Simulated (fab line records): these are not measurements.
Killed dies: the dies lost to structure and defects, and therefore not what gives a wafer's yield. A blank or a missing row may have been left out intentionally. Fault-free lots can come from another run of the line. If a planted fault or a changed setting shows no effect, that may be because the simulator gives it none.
fab line records || flow n5-finfet
record {"lots": 7, "wafers": 39}
route steps=1938 shown BEOL_M15@1808 PASSIVATION@1916
start-h: hours from the record's first day to the start of the lot's first wafer shown || wait-h: hours elapsed since this lot's preceding step || " identical to the entry in the row above || L1.1+2: several wafers, shown together as one row || - no value, or no start given || * or withheld: withheld || < > ~ a bound
route shown NAME@n: names a module that has steps shown in the file, with the first one's number in the route || usual: mean/standard deviation of fault-free wafers || same: alike in all rows || chamber/n: place in a boat || sites: per-site readings || _std_site: the values' standard deviation || _edge_site: outer sites' mean less inner sites' || radius-mm: how far each site lies from the wafer's centre || mask NAME#n: copy n || behind: tool/chamber where the wafer was last shaped || hold: why the lot went on hold/how many hours it stayed there/how the hold came to an end || device: names the non-switching transistor (n, p or np) || end of line: at the end of the route, the tests of the same wafers || where a step has no rows: the recipe by itself || killed: dies lost to structure and defects at the first sort, not the wafer's yield || map: dies across one wafer; x = killed, . = not, _ = none there
set.NAME: the setting that was run; set.NAME@STEP: the one run at that earlier step || model.NAME: the simulator's own value behind a step, which no gauge read
lots with deliberately changed settings; one table per step, one row per wafer
## steps
# step N5_BEOL_M15_ETCH_61
# recipe {"chemistry": "N2/H2", "target": "BARC", "target-depth-a": 890, "overetch-a": 267, "time-s": 67.9, "ion-energy-ev": 200, "pressure-mtorr": 30, "source-w": 840, "bias-w": 150, "n2-flow-sccm": 200, "h2-flow-sccm": 200}
{"lot.wafer": "L074.1", "tool": "rie-diel-01", "chamber": 3, "start-h": 247.67, "wait-h": 0.0, "set.time-s": 67.9, "model.coat_of_BEOL_M15_COAT_22.thk-nm": 718.6, "model.etch.depth-nm": 89.24}
{"lot.wafer": "L074.2", "tool": "rie-diel-01", "chamber": 2, "start-h": 247.67, "wait-h": 0.0, "set.time-s": 67.9, "model.coat_of_BEOL_M15_COAT_22.thk-nm": 718.6, "model.etch.depth-nm": 89.09}
{"lot.wafer": "L074.3", "tool": "rie-diel-01", "chamber": 0, "start-h": 247.67, "wait-h": 0.0, "set.time-s": 67.9, "model.coat_of_BEOL_M15_COAT_22.thk-nm": 720.2, "model.etch.depth-nm": 89.12}
{"lot.wafer": "L074.4", "tool": "rie-diel-01", "chamber": 1, "start-h": 247.67, "wait-h": 0.0, "set.time-s": 67.9, "model.coat_of_BEOL_M15_COAT_22.thk-nm": 720.2, "model.etch.depth-nm": 88.99}
{"lot.wafer": "L074.5", "tool": "rie-diel-01", "chamber": 2, "start-h": 247.67, "wait-h": 0.0, "set.time-s": 67.9, "model.coat_of_BEOL_M15_COAT_22.thk-nm": 717.2, "model.etch.depth-nm": 89.3}
{"lot.wafer": "L074.6", "tool": "rie-diel-01", "chamber": 1, "start-h": 247.67, "wait-h": 0.0, "set.time-s": 67.9, "model.coat_of_BEOL_M15_COAT_22.thk-nm": 720.4, "model.etch.depth-nm": 89.15}
{"lot.wafer": "L078.1", "tool": "rie-diel-01", "chamber": 0, "start-h": 281.99, "wait-h": 0.0, "set.time-s": 49.63, "model.coat_of_BEOL_M15_COAT_22.thk-nm": 735.4, "model.etch.depth-nm": 85.78}
{"lot.wafer": "L078.2", "tool": "rie-diel-01", "chamber": 2, "start-h": 281.99, "wait-h": 0.0, "set.time-s": 67.9, "model.coat_of_BEOL_M15_COAT_22.thk-nm": 719.4, "model.etch.depth-nm": 88.65}
{"lot.wafer": "L078.3", "tool": "rie-diel-01", "chamber": 1, "start-h": 281.99, "wait-h": 0.0, "set.time-s": 49.63, "model.coat_of_BEOL_M15_COAT_22.thk-nm": 738.8, "model.etch.depth-nm": 82.41}
{"lot.wafer": "L078.4", "tool": "rie-diel-01", "chamber": 3, "start-h": 281.99, "wait-h": 0.0, "set.time-s": 67.9, "model.coat_of_BEOL_M15_COAT_22.thk-nm": 719.6, "model.etch.depth-nm": 88.82}
{"lot.wafer": "L078.5", "tool": "rie-diel-01", "chamber": 0, "start-h": 281.99, "wait-h": 0.0, "set.time-s": 49.63, "model.coat_of_BEOL_M15_COAT_22.thk-nm": 737, "model.etch.depth-nm": 85.7}
{"lot.wafer": "L078.6", "tool": "rie-diel-01", "chamber": 3, "start-h": 281.99, "wait-h": 0.0, "set.time-s": 67.9, "model.coat_of_BEOL_M15_COAT_22.thk-nm": 722.6, "model.etch.depth-nm": 88.89}
{"lot.wafer": "L083.1", "tool": "rie-diel-01", "chamber": 0, "start-h": 300.52, "wait-h": 0.0, "set.time-s": 67.9, "model.coat_of_BEOL_M15_COAT_22.thk-nm": 713, "model.etch.depth-nm": 88.98}
{"lot.wafer": "L083.2", "tool": "rie-diel-01", "chamber": 3, "start-h": 300.52, "wait-h": 0.0, "set.time-s": 67.9, "model.coat_of_BEOL_M15_COAT_22.thk-nm": 715.4, "model.etch.depth-nm": 88.72}
{"lot.wafer": "L083.3", "tool": "rie-diel-01", "chamber": 1, "start-h": 300.52, "wait-h": 0.0, "set.time-s": 67.9, "model.coat_of_BEOL_M15_COAT_22.thk-nm": 715.8, "model.etch.depth-nm": 88.83}
{"lot.wafer": "L083.4", "tool": "rie-diel-01", "chamber": 2, "start-h": 300.52, "wait-h": 0.0, "set.time-s": 67.9, "model.coat_of_BEOL_M15_COAT_22.thk-nm": 712.6, "model.etch.depth-nm": 88.78}
{"lot.wafer": "L083.5", "tool": "rie-diel-01", "chamber": 0, "start-h": 300.52, "wait-h": 0.0, "set.time-s": 67.9, "model.coat_of_BEOL_M15_COAT_22.thk-nm": 711, "model.etch.depth-nm": 88.91}
{"lot.wafer": "L083.6", "tool": "rie-diel-01", "chamber": 3, "start-h": 300.52, "wait-h": 0.0, "set.time-s": 67.9, "model.coat_of_BEOL_M15_COAT_22.thk-nm": 713.8, "model.etch.depth-nm": 89.07}
{"lot.wafer": "L087.1", "tool": "rie-diel-06", "chamber": 2, "start-h": 332.70, "wait-h": 0.0, "set.time-s": 57.27, "model.coat_of_BEOL_M15_COAT_22.thk-nm": 727.4, "model.etch.depth-nm": 88.68}
{"lot.wafer": "L087.2", "tool": "rie-diel-06", "chamber": 1, "start-h": 332.70, "wait-h": 0.0, "set.time-s": 67.9, "model.coat_of_BEOL_M15_COAT_22.thk-nm": 716.6, "model.etch.depth-nm": 88.89}
{"lot.wafer": "L087.3", "tool": "rie-diel-06", "chamber": 3, "start-h": 332.70, "wait-h": 0.0, "set.time-s": 57.27, "model.coat_of_BEOL_M15_COAT_22.thk-nm": 726.8, "model.etch.depth-nm": 88.8}
{"lot.wafer": "L087.4", "tool": "rie-diel-06", "chamber": 3, "start-h": 332.70, "wait-h": 0.0, "set.time-s": 57.27, "model.coat_of_BEOL_M15_COAT_22.thk-nm": 728.6, "model.etch.depth-nm": 88.86}
{"lot.wafer": "L087.5", "tool": "rie-diel-06", "chamber": 2, "start-h": 332.70, "wait-h": 0.0, "set.time-s": 67.9, "model.coat_of_BEOL_M15_COAT_22.thk-nm": 716, "model.etch.depth-nm": 89.12}
{"lot.wafer": "L087.6", "tool": "rie-diel-06", "chamber": 1, "start-h": 332.70, "wait-h": 0.0, "set.time-s": 67.9, "model.coat_of_BEOL_M15_COAT_22.thk-nm": 716.2, "model.etch.depth-nm": 88.79}
{"lot.wafer": "L088.1", "tool": "rie-diel-02", "chamber": 1, "start-h": 341.43, "wait-h": 0.0, "set.time-s": 67.9, "model.coat_of_BEOL_M15_COAT_22.thk-nm": 714.2, "model.etch.depth-nm": 88.39}
{"lot.wafer": "L088.2", "tool": "rie-diel-02", "chamber": 0, "start-h": 341.43, "wait-h": 0.0, "set.time-s": 67.9, "model.coat_of_BEOL_M15_COAT_22.thk-nm": 710.8, "model.etch.depth-nm": 88.56}
{"lot.wafer": "L088.3", "tool": "rie-diel-02", "chamber": 2, "start-h": 341.43, "wait-h": 0.0, "set.time-s": 67.9, "model.coat_of_BEOL_M15_COAT_22.thk-nm": 714.4, "model.etch.depth-nm": 88.48}
{"lot.wafer": "L088.4", "tool": "rie-diel-02", "chamber": 0, "start-h": 341.43, "wait-h": 0.0, "set.time-s": 67.9, "model.coat_of_BEOL_M15_COAT_22.thk-nm": 711.2, "model.etch.depth-nm": 88.37}
{"lot.wafer": "L088.5", "tool": "rie-diel-02", "chamber": 2, "start-h": 341.43, "wait-h": 0.0, "set.time-s": 67.9, "model.coat_of_BEOL_M15_COAT_22.thk-nm": 713.4, "model.etch.depth-nm": 88.58}
{"lot.wafer": "L088.6", "tool": "rie-diel-02", "chamber": 1, "start-h": 341.43, "wait-h": 0.0, "set.time-s": 67.9, "model.coat_of_BEOL_M15_COAT_22.thk-nm": 714.4, "model.etch.depth-nm": 88.59}
{"lot.wafer": "L090.1", "tool": "rie-diel-02", "chamber": 2, "start-h": 362.22, "wait-h": 0.0, "set.time-s": 38.28, "model.coat_of_BEOL_M15_COAT_22.thk-nm": 745, "model.etch.depth-nm": 64.21}
{"lot.wafer": "L090.2", "tool": "rie-diel-02", "chamber": 1, "start-h": 362.22, "wait-h": 0.0, "set.time-s": 38.28, "model.coat_of_BEOL_M15_COAT_22.thk-nm": 744, "model.etch.depth-nm": 64.25}
{"lot.wafer": "L090.3", "tool": "rie-diel-02", "chamber": 0, "start-h": 362.22, "wait-h": 0.0, "set.time-s": 38.28, "model.coat_of_BEOL_M15_COAT_22.thk-nm": 744.8, "model.etch.depth-nm": 68.19}
{"lot.wafer": "L090.4", "tool": "rie-diel-02", "chamber": 0, "start-h": 362.22, "wait-h": 0.0, "set.time-s": 67.9, "model.coat_of_BEOL_M15_COAT_22.thk-nm": 712.2, "model.etch.depth-nm": 88.96}
{"lot.wafer": "L090.5", "tool": "rie-diel-02", "chamber": 2, "start-h": 362.22, "wait-h": 0.0, "set.time-s": 67.9, "model.coat_of_BEOL_M15_COAT_22.thk-nm": 718.2, "model.etch.depth-nm": 88.86}
{"lot.wafer": "L090.6", "tool": "rie-diel-02", "chamber": 1, "start-h": 362.22, "wait-h": 0.0, "set.time-s": 67.9, "model.coat_of_BEOL_M15_COAT_22.thk-nm": 716.6, "model.etch.depth-nm": 89}
{"lot.wafer": "L094.1", "tool": "rie-diel-02", "chamber": 0, "start-h": 401.72, "wait-h": 0.0, "set.time-s": 67.9, "model.coat_of_BEOL_M15_COAT_22.thk-nm": 715.4, "model.etch.depth-nm": 88.92}
{"lot.wafer": "L094.3", "tool": "rie-diel-02", "chamber": 1, "start-h": 401.72, "wait-h": 0.0, "set.time-s": 67.9, "model.coat_of_BEOL_M15_COAT_22.thk-nm": 717.8, "model.etch.depth-nm": 88.89}
{"lot.wafer": "L094.6", "tool": "rie-diel-02", "chamber": 3, "start-h": 401.72, "wait-h": 0.0, "set.time-s": 67.9, "model.coat_of_BEOL_M15_COAT_22.thk-nm": 717.8, "model.etch.depth-nm": 89.16}
# step N5_BEOL_M15_TRENCH_ETCH_34
# recipe {"chemistry": "C4F8/O2/Ar", "target": "SiO2", "target-depth-a": 8729.3, "he-inner-torr": 15, "he-outer-torr": 30, "time-s": 199, "ion-energy-ev": 800, "pressure-mtorr": 20, "source-w": 1905, "bias-w": 2040, "Ar_flow_sccm": 400, "C4F8_flow_sccm": 16, "O2_flow_sccm": 12}
{"lot.wafer": "L074.1", "tool": "rie-diel-01", "chamber": 3, "start-h": 247.72, "wait-h": 0.0, "set.time-s@BEOL_M15_ETCH_61": 67.9, "model.coat_of_BEOL_M15_COAT_22.thk-nm": 544.6}
{"lot.wafer": "L074.2", "tool": "rie-diel-01", "chamber": 2, "start-h": 247.72, "wait-h": 0.0, "set.time-s@BEOL_M15_ETCH_61": 67.9, "model.coat_of_BEOL_M15_COAT_22.thk-nm": 545.6}
{"lot.wafer": "L074.3", "tool": "rie-diel-01", "chamber": 0, "start-h": 247.72, "wait-h": 0.0, "set.time-s@BEOL_M15_ETCH_61": 67.9, "model.coat_of_BEOL_M15_COAT_22.thk-nm": 540.8}
{"lot.wafer": "L074.4", "tool": "rie-diel-01", "chamber": 1, "start-h": 247.72, "wait-h": 0.0, "set.time-s@BEOL_M15_ETCH_61": 67.9, "model.coat_of_BEOL_M15_COAT_22.thk-nm": 548.2}
{"lot.wafer": "L074.5", "tool": "rie-diel-01", "chamber": 2, "start-h": 247.72, "wait-h": 0.0, "set.time-s@BEOL_M15_ETCH_61": 67.9, "model.coat_of_BEOL_M15_COAT_22.thk-nm": 542.8}
{"lot.wafer": "L074.6", "tool": "rie-diel-01", "chamber": 1, "start-h": 247.72, "wait-h": 0.0, "set.time-s@BEOL_M15_ETCH_61": 67.9, "model.coat_of_BEOL_M15_COAT_22.thk-nm": 547.2}
{"lot.wafer": "L078.1", "tool": "rie-diel-01", "chamber": 0, "start-h": 282.04, "wait-h": 0.0, "set.time-s@BEOL_M15_ETCH_61": 49.63, "model.coat_of_BEOL_M15_COAT_22.thk-nm": 555.2}
{"lot.wafer": "L078.2", "tool": "rie-diel-01", "chamber": 2, "start-h": 282.04, "wait-h": 0.0, "set.time-s@BEOL_M15_ETCH_61": 67.9, "model.coat_of_BEOL_M15_COAT_22.thk-nm": 547.2}
{"lot.wafer": "L078.3", "tool": "rie-diel-01", "chamber": 1, "start-h": 282.04, "wait-h": 0.0, "set.time-s@BEOL_M15_ETCH_61": 49.63, "model.coat_of_BEOL_M15_COAT_22.thk-nm": 565}
{"lot.wafer": "L078.4", "tool": "rie-diel-01", "chamber": 3, "start-h": 282.04, "wait-h": 0.0, "set.time-s@BEOL_M15_ETCH_61": 67.9, "model.coat_of_BEOL_M15_COAT_22.thk-nm": 547.8}
{"lot.wafer": "L078.5", "tool": "rie-diel-01", "chamber": 0, "start-h": 282.04, "wait-h": 0.0, "set.time-s@BEOL_M15_ETCH_61": 49.63, "model.coat_of_BEOL_M15_COAT_22.thk-nm": 557.6}
{"lot.wafer": "L078.6", "tool": "rie-diel-01", "chamber": 3, "start-h": 282.04, "wait-h": 0.0, "set.time-s@BEOL_M15_ETCH_61": 67.9, "model.coat_of_BEOL_M15_COAT_22.thk-nm": 549.2}
{"lot.wafer": "L083.1", "tool": "rie-diel-01", "chamber": 0, "start-h": 300.57, "wait-h": 0.0, "set.time-s@BEOL_M15_ETCH_61": 67.9, "model.coat_of_BEOL_M15_COAT_22.thk-nm": 535.6}
{"lot.wafer": "L083.2", "tool": "rie-diel-01", "chamber": 3, "start-h": 300.57, "wait-h": 0.0, "set.time-s@BEOL_M15_ETCH_61": 67.9, "model.coat_of_BEOL_M15_COAT_22.thk-nm": 544}
{"lot.wafer": "L083.3", "tool": "rie-diel-01", "chamber": 1, "start-h": 300.57, "wait-h": 0.0, "set.time-s@BEOL_M15_ETCH_61": 67.9, "model.coat_of_BEOL_M15_COAT_22.thk-nm": 542.6}
{"lot.wafer": "L083.4", "tool": "rie-diel-01", "chamber": 2, "start-h": 300.57, "wait-h": 0.0, "set.time-s@BEOL_M15_ETCH_61": 67.9, "model.coat_of_BEOL_M15_COAT_22.thk-nm": 541}
{"lot.wafer": "L083.5", "tool": "rie-diel-01", "chamber": 0, "start-h": 300.57, "wait-h": 0.0, "set.time-s@BEOL_M15_ETCH_61": 67.9, "model.coat_of_BEOL_M15_COAT_22.thk-nm": 531.2}
{"lot.wafer": "L083.6", "tool": "rie-diel-01", "chamber": 3, "start-h": 300.57, "wait-h": 0.0, "set.time-s@BEOL_M15_ETCH_61": 67.9, "model.coat_of_BEOL_M15_COAT_22.thk-nm": 541.4}
{"lot.wafer": "L087.1", "tool": "rie-diel-06", "chamber": 2, "start-h": 332.76, "wait-h": 0.0, "set.time-s@BEOL_M15_ETCH_61": 57.27, "model.coat_of_BEOL_M15_COAT_22.thk-nm": 554.6}
{"lot.wafer": "L087.2+6", "tool": "rie-diel-06", "chamber": 1, "start-h": 332.76, "wait-h": 0.0, "set.time-s@BEOL_M15_ETCH_61": 67.9, "model.coat_of_BEOL_M15_COAT_22.thk-nm": 537.8}
{"lot.wafer": "L087.3", "tool": "rie-diel-06", "chamber": 3, "start-h": 332.76, "wait-h": 0.0, "set.time-s@BEOL_M15_ETCH_61": 57.27, "model.coat_of_BEOL_M15_COAT_22.thk-nm": 548.6}
{"lot.wafer": "L087.4", "tool": "rie-diel-06", "chamber": 3, "start-h": 332.76, "wait-h": 0.0, "set.time-s@BEOL_M15_ETCH_61": 57.27, "model.coat_of_BEOL_M15_COAT_22.thk-nm": 550.8}
{"lot.wafer": "L087.5", "tool": "rie-diel-06", "chamber": 2, "start-h": 332.76, "wait-h": 0.0, "set.time-s@BEOL_M15_ETCH_61": 67.9, "model.coat_of_BEOL_M15_COAT_22.thk-nm": 542.2}
{"lot.wafer": "L088.1", "tool": "rie-diel-02", "chamber": 1, "start-h": 341.49, "wait-h": 0.0, "set.time-s@BEOL_M15_ETCH_61": 67.9, "model.coat_of_BEOL_M15_COAT_22.thk-nm": 540.8}
{"lot.wafer": "L088.2", "tool": "rie-diel-02", "chamber": 0, "start-h": 341.49, "wait-h": 0.0, "set.time-s@BEOL_M15_ETCH_61": 67.9, "model.coat_of_BEOL_M15_COAT_22.thk-nm": 535.4}
{"lot.wafer": "L088.3", "tool": "rie-diel-02", "chamber": 2, "start-h": 341.49, "wait-h": 0.0, "set.time-s@BEOL_M15_ETCH_61": 67.9, "model.coat_of_BEOL_M15_COAT_22.thk-nm": 544.4}
{"lot.wafer": "L088.4", "tool": "rie-diel-02", "chamber": 0, "start-h": 341.49, "wait-h": 0.0, "set.time-s@BEOL_M15_ETCH_61": 67.9, "model.coat_of_BEOL_M15_COAT_22.thk-nm": 536.4}
{"lot.wafer": "L088.5", "tool": "rie-diel-02", "chamber": 2, "start-h": 341.49, "wait-h": 0.0, "set.time-s@BEOL_M15_ETCH_61": 67.9, "model.coat_of_BEOL_M15_COAT_22.thk-nm": 542}
{"lot.wafer": "L088.6", "tool": "rie-diel-02", "chamber": 1, "start-h": 341.49, "wait-h": 0.0, "set.time-s@BEOL_M15_ETCH_61": 67.9, "model.coat_of_BEOL_M15_COAT_22.thk-nm": 540.2}
{"lot.wafer": "L090.1", "tool": "rie-diel-02", "chamber": 2, "start-h": 362.27, "wait-h": 0.0, "set.time-s@BEOL_M15_ETCH_61": 38.28, "model.coat_of_BEOL_M15_COAT_22.thk-nm": 575}
{"lot.wafer": "L090.2", "tool": "rie-diel-02", "chamber": 1, "start-h": 362.27, "wait-h": 0.0, "set.time-s@BEOL_M15_ETCH_61": 38.28, "model.coat_of_BEOL_M15_COAT_22.thk-nm": 568.6}
{"lot.wafer": "L090.3", "tool": "rie-diel-02", "chamber": 0, "start-h": 362.27, "wait-h": 0.0, "set.time-s@BEOL_M15_ETCH_61": 38.28, "model.coat_of_BEOL_M15_COAT_22.thk-nm": 566.2}
{"lot.wafer": "L090.4", "tool": "rie-diel-02", "chamber": 0, "start-h": 362.27, "wait-h": 0.0, "set.time-s@BEOL_M15_ETCH_61": 67.9, "model.coat_of_BEOL_M15_COAT_22.thk-nm": 533.2}
{"lot.wafer": "L090.5", "tool": "rie-diel-02", "chamber": 2, "start-h": 362.27, "wait-h": 0.0, "set.time-s@BEOL_M15_ETCH_61": 67.9, "model.coat_of_BEOL_M15_COAT_22.thk-nm": 547.2}
{"lot.wafer": "L090.6", "tool": "rie-diel-02", "chamber": 1, "start-h": 362.27, "wait-h": 0.0, "set.time-s@BEOL_M15_ETCH_61": 67.9, "model.coat_of_BEOL_M15_COAT_22.thk-nm": 541.2}
{"lot.wafer": "L094.1", "tool": "rie-diel-02", "chamber": 0, "start-h": 401.77, "wait-h": 0.0, "set.time-s@BEOL_M15_ETCH_61": 67.9, "model.coat_of_BEOL_M15_COAT_22.thk-nm": 538.8}
{"lot.wafer": "L094.3", "tool": "rie-diel-02", "chamber": 1, "start-h": 401.77, "wait-h": 0.0, "set.time-s@BEOL_M15_ETCH_61": 67.9, "model.coat_of_BEOL_M15_COAT_22.thk-nm": 541.8}
{"lot.wafer": "L094.6", "tool": "rie-diel-02", "chamber": 3, "start-h": 401.77, "wait-h": 0.0, "set.time-s@BEOL_M15_ETCH_61": 67.9, "model.coat_of_BEOL_M15_COAT_22.thk-nm": 542.8}
# step N5_PASSIVATION_PECVD_35
# recipe {"material": "SiNx", "target-thk-a": 7000, "temp-c": 400, "precursor": "SiH4/NH3/N2", "pressure-torr": 4.9, "rf-w": 1406, "time-s": 151.3}
{"lot.wafer": "L074.1", "tool": "pecvd-01", "chamber": 0, "start-h": 261.63, "wait-h": 0.1, "set.time-s": 151.3, "model.SiNx_of_PASSIVATION_PECVD_35.thk-nm": 685.4}
{"lot.wafer": "L074.2", "tool": "pecvd-01", "chamber": 2, "start-h": 261.63, "wait-h": 0.1, "set.time-s": 185.9, "model.SiNx_of_PASSIVATION_PECVD_35.thk-nm": 840}
{"lot.wafer": "L074.3", "tool": "pecvd-01", "chamber": 1, "start-h": 261.63, "wait-h": 0.1, "set.time-s": 151.3, "model.SiNx_of_PASSIVATION_PECVD_35.thk-nm": 687.4}
{"lot.wafer": "L074.4", "tool": "pecvd-01", "chamber": 2, "start-h": 261.63, "wait-h": 0.1, "set.time-s": 185.9, "model.SiNx_of_PASSIVATION_PECVD_35.thk-nm": 859}
{"lot.wafer": "L074.5", "tool": "pecvd-01", "chamber": 0, "start-h": 261.63, "wait-h": 0.1, "set.time-s": 151.3, "model.SiNx_of_PASSIVATION_PECVD_35.thk-nm": 701.6}
{"lot.wafer": "L074.6", "tool": "pecvd-01", "chamber": 1, "start-h": 261.63, "wait-h": 0.1, "set.time-s": 185.9, "model.SiNx_of_PASSIVATION_PECVD_35.thk-nm": 860.4}
{"lot.wafer": "L078.1+3", "tool": "pecvd-02", "chamber": "2,0", "start-h": 297.43, "wait-h": 0.1, "set.time-s": 209.1, "model.SiNx_of_PASSIVATION_PECVD_35.thk-nm": 963.2}
{"lot.wafer": "L078.2", "tool": "pecvd-02", "chamber": 1, "start-h": 297.43, "wait-h": 0.1, "set.time-s": 151.3, "model.SiNx_of_PASSIVATION_PECVD_35.thk-nm": 703.2}
{"lot.wafer": "L078.4", "tool": "pecvd-02", "chamber": 1, "start-h": 297.43, "wait-h": 0.1, "set.time-s": 209.1, "model.SiNx_of_PASSIVATION_PECVD_35.thk-nm": 991.4}
{"lot.wafer": "L078.5", "tool": "pecvd-02", "chamber": 0, "start-h": 297.43, "wait-h": 0.1, "set.time-s": 151.3, "model.SiNx_of_PASSIVATION_PECVD_35.thk-nm": 712.6}
{"lot.wafer": "L078.6", "tool": "pecvd-02", "chamber": 2, "start-h": 297.43, "wait-h": 0.1, "set.time-s": 151.3, "model.SiNx_of_PASSIVATION_PECVD_35.thk-nm": 714.4}
{"lot.wafer": "L083.1", "tool": "pecvd-02", "chamber": 0, "start-h": 315.29, "wait-h": 0.1, "set.time-s": 114, "model.SiNx_of_PASSIVATION_PECVD_35.thk-nm": 530.8}
{"lot.wafer": "L083.2", "tool": "pecvd-02", "chamber": 2, "start-h": 315.29, "wait-h": 0.1, "set.time-s": 151.3, "model.SiNx_of_PASSIVATION_PECVD_35.thk-nm": 702}
{"lot.wafer": "L083.3", "tool": "pecvd-02", "chamber": 1, "start-h": 315.29, "wait-h": 0.1, "set.time-s": 151.3, "model.SiNx_of_PASSIVATION_PECVD_35.thk-nm": 694.8}
{"lot.wafer": "L083.4", "tool": "pecvd-02", "chamber": 1, "start-h": 315.29, "wait-h": 0.1, "set.time-s": 151.3, "model.SiNx_of_PASSIVATION_PECVD_35.thk-nm": 709.4}
{"lot.wafer": "L083.5", "tool": "pecvd-02", "chamber": 2, "start-h": 315.29, "wait-h": 0.1, "set.time-s": 114, "model.SiNx_of_PASSIVATION_PECVD_35.thk-nm": 542}
{"lot.wafer": "L083.6", "tool": "pecvd-02", "chamber": 0, "start-h": 315.29, "wait-h": 0.1, "set.time-s": 114, "model.SiNx_of_PASSIVATION_PECVD_35.thk-nm": 540.6}
{"lot.wafer": "L087.1+6", "tool": "pecvd-04", "chamber": "0,1", "start-h": 347.17, "wait-h": 0.1, "set.time-s": 151.3, "model.SiNx_of_PASSIVATION_PECVD_35.thk-nm": 708.8}
{"lot.wafer": "L087.2", "tool": "pecvd-04", "chamber": 1, "start-h": 347.17, "wait-h": 0.1, "set.time-s": 151.3, "model.SiNx_of_PASSIVATION_PECVD_35.thk-nm": 687.2}
{"lot.wafer": "L087.3", "tool": "pecvd-04", "chamber": 0, "start-h": 347.17, "wait-h": 0.1, "set.time-s": 151.3, "model.SiNx_of_PASSIVATION_PECVD_35.thk-nm": 716.4}
{"lot.wafer": "L087.4", "tool": "pecvd-04", "chamber": 1, "start-h": 347.17, "wait-h": 0.1, "set.time-s": 151.3, "model.SiNx_of_PASSIVATION_PECVD_35.thk-nm": 702.4}
{"lot.wafer": "L087.5", "tool": "pecvd-04", "chamber": 0, "start-h": 347.17, "wait-h": 0.1, "set.time-s": 151.3, "model.SiNx_of_PASSIVATION_PECVD_35.thk-nm": 714.4}
{"lot.wafer": "L088.1", "tool": "pecvd-04", "chamber": 2, "start-h": 352.91, "wait-h": 0.1, "set.time-s": 151.3, "model.SiNx_of_PASSIVATION_PECVD_35.thk-nm": 697}
{"lot.wafer": "L088.2", "tool": "pecvd-04", "chamber": 0, "start-h": 352.91, "wait-h": 0.1, "set.time-s": 176, "model.SiNx_of_PASSIVATION_PECVD_35.thk-nm": 820}
{"lot.wafer": "L088.3", "tool": "pecvd-04", "chamber": 1, "start-h": 352.91, "wait-h": 0.1, "set.time-s": 176, "model.SiNx_of_PASSIVATION_PECVD_35.thk-nm": 815.6}
{"lot.wafer": "L088.4", "tool": "pecvd-04", "chamber": 0, "start-h": 352.91, "wait-h": 0.1, "set.time-s": 176, "model.SiNx_of_PASSIVATION_PECVD_35.thk-nm": 827}
{"lot.wafer": "L088.5", "tool": "pecvd-04", "chamber": 2, "start-h": 352.91, "wait-h": 0.1, "set.time-s": 151.3, "model.SiNx_of_PASSIVATION_PECVD_35.thk-nm": 696}
{"lot.wafer": "L088.6", "tool": "pecvd-04", "chamber": 1, "start-h": 352.91, "wait-h": 0.1, "set.time-s": 151.3, "model.SiNx_of_PASSIVATION_PECVD_35.thk-nm": 702.4}
{"lot.wafer": "L090.1", "tool": "pecvd-02", "chamber": 2, "start-h": 376.93, "wait-h": 0.1, "set.time-s": 151.3, "model.SiNx_of_PASSIVATION_PECVD_35.thk-nm": 692.8}
{"lot.wafer": "L090.2", "tool": "pecvd-02", "chamber": 0, "start-h": 376.93, "wait-h": 0.1, "set.time-s": 217.8, "model.SiNx_of_PASSIVATION_PECVD_35.thk-nm": 1000}
{"lot.wafer": "L090.3", "tool": "pecvd-02", "chamber": 1, "start-h": 376.93, "wait-h": 0.1, "set.time-s": 151.3, "model.SiNx_of_PASSIVATION_PECVD_35.thk-nm": 698.6}
{"lot.wafer": "L090.4", "tool": "pecvd-02", "chamber": 2, "start-h": 376.93, "wait-h": 0.1, "set.time-s": 151.3, "model.SiNx_of_PASSIVATION_PECVD_35.thk-nm": 701}
{"lot.wafer": "L090.5", "tool": "pecvd-02", "chamber": 0, "start-h": 376.93, "wait-h": 0.1, "set.time-s": 217.8, "model.SiNx_of_PASSIVATION_PECVD_35.thk-nm": 1022}
{"lot.wafer": "L090.6", "tool": "pecvd-02", "chamber": 1, "start-h": 376.93, "wait-h": 0.1, "set.time-s": 217.8, "model.SiNx_of_PASSIVATION_PECVD_35.thk-nm": 1019}
{"lot.wafer": "L094.1", "tool": "pecvd-01", "chamber": 1, "start-h": 420.69, "wait-h": 0.1, "set.time-s": 151.3, "model.SiNx_of_PASSIVATION_PECVD_35.thk-nm": 698.4}
{"lot.wafer": "L094.3", "tool": "pecvd-01", "chamber": 2, "start-h": 420.69, "wait-h": 0.1, "set.time-s": 151.3, "model.SiNx_of_PASSIVATION_PECVD_35.thk-nm": 679.6}
{"lot.wafer": "L094.6", "tool": "pecvd-01", "chamber": 2, "start-h": 420.69, "wait-h": 0.1, "set.time-s": 151.3, "model.SiNx_of_PASSIVATION_PECVD_35.thk-nm": 692.8}
## key
split {"step": "N5_BEOL_M15_ETCH_61", "setting": "time-s", "stated": 67.9, "by": "wafer"}
response {"step": "N5_BEOL_M15_ETCH_61", "reading": "model.coat_of_BEOL_M15_COAT_22.thk-nm", "change": -0.656, "per": "1%", "r": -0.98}
response {"step": "N5_BEOL_M15_ETCH_61", "reading": "model.etch.depth-nm", "change": "+0.395", "per": "1%", "r": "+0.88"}
response {"step": "N5_BEOL_M15_TRENCH_ETCH_34", "reading": "model.coat_of_BEOL_M15_COAT_22.thk-nm", "change": -0.617, "per": "1%", "r": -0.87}
split {"step": "N5_PASSIVATION_PECVD_35", "setting": "time-s", "stated": 151.3, "by": "wafer"}
response {"step": "N5_PASSIVATION_PECVD_35", "reading": "model.SiNx_of_PASSIVATION_PECVD_35.thk-nm", "change": "+7.03", "per": "1%", "r": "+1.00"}
